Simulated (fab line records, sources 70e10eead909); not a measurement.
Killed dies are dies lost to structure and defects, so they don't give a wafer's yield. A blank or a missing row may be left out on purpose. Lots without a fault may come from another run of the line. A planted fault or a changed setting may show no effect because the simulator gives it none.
A struck lot beside a sound one | flow nand_harc | 15 steps out of a route of 1302
Sound: wafers L610.1, L610.3, L610.6. Struck: wafer L618.6. (L618.5 of the same lot was not struck and is left out.) The cause comes at the end.
At each step with rows: each side's tool, then ch and its chambers, then its first start. Under that, the readings that differ: sound wafers | struck wafers | difference of the means | sigmas: that difference in standard deviations of wafers without a fault.
alike: readings whose means differ by less than 2 such deviations, and words and numbers that are the same on both sides. not compared: withheld readings, readings that some wafer has no value for, bounds like >300 that may hide the same value, and numbers for which the record gives no deviation and whose values overlap.
The two part at a step that has a row with sigmas, a row that says differs or no value, or rows on one side only. Numbers that don't overlap but have no deviation are shown without sigmas and don't part them. A reading that every wafer of one side lacks parts them only if that side has two wafers or more.

first, 7 steps without rows for these wafers: NHARC_A_CONTACT_COAT_35 (time 65 s); NHARC_A_CONTACT_COAT_36 (resist thk 90 nm); NHARC_A_CONTACT_SOFTBAKE_37 (time 55 s); NHARC_A_CONTACT_EBR_38; NHARC_A_CONTACT_EXPOSE_39 (exposes mask A CC 3); NHARC_A_CONTACT_PEB_40 (peb time 65 s); NHARC_A_CONTACT_DEVELOP_41 (develop time 35 s).
NHARC_A_CONTACT_CD_MEAS_42: target cd 300 nm.
  sound on cd_sem-03 ch 0, day 25 11:53; struck on cd_sem-01 ch 0, day 29 11:57
  alike: cd_nm
NHARC_A_CONTACT_OVL_MEAS_43:
  sound on overlay-02, day 25 11:58; struck on overlay-01, day 29 12:02
  alike: overlay_x_nm, overlay_y_nm
NHARC_A_CONTACT_INSPECT_44:
  sound on defect_inspect-02, day 25 12:01; struck on defect_inspect-01, day 29 12:04
  alike: raw_defect_count
NHARC_A_CONTACT_DESCUM_47: chemistry O2, time 3 s.
  sound on rie_diel-02 ch 1,2, day 25 12:04; struck on rie_diel-04 ch 1, day 29 12:10
  reading               | sound             | struck | difference | sigmas
  oes_product_au (a.u.) | 1.007 1.017 1.006 | 0.974  | -0.036     | -2
  alike: drypump_motor_current_A, o2_flow_sccm, rf_vpp_V, showerhead_plenum_p_Torr, throttle_valve_pct
  not compared: rf_hours_counter_h
NHARC_A_CONTACT_ETCH_48: etches the open film in CF4, target depth 39 nm, time 65 s.
  sound on rie_diel-02 ch 0,2,3, day 25 12:10; struck on rie_diel-04 ch 2, day 29 12:14
  reading                | sound                | struck | difference | sigmas
  cf4_flow_sccm (sccm)   | 150.1 149.8 149.9    | 150.9  | +1.0       | +2
  throttle_valve_pct (%) | 13.303 13.279 13.291 | 13.263 | -0.028     | -3
  alike: drypump_motor_current_A, oes_product_au, rf_vpp_V, run_length_s, showerhead_plenum_p_Torr
  not compared: rf_hours_counter_h
NHARC_A_CONTACT_ETCH_49: etches the open film in N2/H2, target depth 260 nm, time 475.3 s.
  sound on rie_diel-02 ch 0,3, day 25 12:15; struck on rie_diel-04 ch 1, day 29 12:26
  reading          | sound             | struck | difference | sigmas
  run_length_s (s) | 497.2 496.3 495.8 | 394.3  | -102.1     | -99 or more
  alike: drypump_motor_current_A, h2_flow_sccm, n2_flow_sccm, oes_product_au, rf_vpp_V, showerhead_plenum_p_Torr, throttle_valve_pct
  not compared: rf_hours_counter_h
NHARC_A_CONTACT_ETCH_50: etches the open film in CF4/CHF3, target depth 121 nm, time 60.5 s.
  sound on rie_diel-02 ch 0,2,3; struck on rie_diel-04 ch 1
  reading              | sound                | struck | difference | sigmas
  cf4_flow_sccm (sccm) | 100.12 100.50 100.04 | 99.53  | -0.69      | -2
  alike: drypump_motor_current_A, oes_product_au, rf_vpp_V, run_length_s, showerhead_plenum_p_Torr, throttle_valve_pct
  not compared: rf_hours_counter_h
NHARC_END_SORT_01:
  the record has rows for the sound wafers here (prober-01 ch 0, day 28 08:29) and none for the struck ones

WHERE THEY PART
First at NHARC_A_CONTACT_DESCUM_47; last, within this record, at NHARC_END_SORT_01.

WHY: what the simulator had put in
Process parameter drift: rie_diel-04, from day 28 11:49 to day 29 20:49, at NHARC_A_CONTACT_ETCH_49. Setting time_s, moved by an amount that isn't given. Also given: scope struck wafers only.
